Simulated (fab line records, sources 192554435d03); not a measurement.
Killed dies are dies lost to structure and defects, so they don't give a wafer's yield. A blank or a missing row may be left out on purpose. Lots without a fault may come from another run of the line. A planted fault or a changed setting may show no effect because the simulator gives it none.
Which tool did it? | flow n5_finfet | 12 lots, 36 wafers sampled, at 2 steps of a route of 1938

WHAT THE GAUGES READ, wafer by wafer
N5_GATE_CUT_INSPECT_15: inspects for defects (brightfield).
lot  | measured     | on                | raw_defect_count
L075 | day 4 18:50  | defect_inspect-02 | 99 175 140
L077 | day 5 05:22  | defect_inspect-01 | 124 157 169
L079 | day 5 21:23  | defect_inspect-02 | 97 142 85
L081 | day 6 06:07  | defect_inspect-02 | 122 115 145
L083 | day 6 18:39  | defect_inspect-01 | 133 168 119
L085 | day 7 07:29  | defect_inspect-01 | 241 126 185
L087 | day 7 21:23  | defect_inspect-02 | 67 92 70
L089 | day 8 05:47  | defect_inspect-01 | 141 151 206
L091 | day 8 19:27  | defect_inspect-02 | 88 125 76
L093 | day 9 07:35  | defect_inspect-02 | 55 75 97
L095 | day 9 20:35  | defect_inspect-01 | 98 86 122
L097 | day 10 10:35 | defect_inspect-02 | 143 236 128

WHICH TOOL RAN EACH LOT (tool, then ch and the chambers of the sampled wafers, then the start)
lot  | N5_GATE_CUT_STRIP_59
L075 | rie_diel-02 ch 0,1, day 4 15:36
L077 | rie_diel-02 ch 0,1, day 5 01:15
L079 | rie_diel-04 ch 0,1,3, day 5 18:00
L081 | rie_diel-06 ch 2,3, day 6 02:51
L083 | rie_diel-06 ch 0,1,2, day 6 15:01
L085 | rie_diel-06 ch 0,2, day 7 02:45
L087 | rie_diel-02 ch 0,2, day 7 18:09
L089 | rie_diel-04 ch 0,1,3, day 8 02:25
L091 | rie_diel-04 ch 0,2,3, day 8 15:19
L093 | rie_diel-04 ch 2,3, day 9 04:13
L095 | rie_diel-02 ch 0,1, day 9 17:11
L097 | rie_diel-06 ch 0,2, day 10 07:19
- N5_GATE_CUT_STRIP_59: strips in N2/H2, time 20 s.

THE ANSWER, worked out from the rows above alone
Rule: what is usual is taken from the lots themselves. Put in order of their means at a reading, lots are off if they are a third of the lots or fewer, leave a main group of 4 or more, and stand apart from it by a gap of 3 or more times the standard deviation of the main group's means; of several such gaps the widest counts. A main group whose means are all the same, to the digits that the tables above print for the reading, isn't used. A lot without any number at a reading at which 4 lots or more have one is off too. The other lots that the step has rows for count as sound.
No lot is off at any reading shown: from this, nothing can be told.

WHAT THE SIMULATOR HAD PUT IN
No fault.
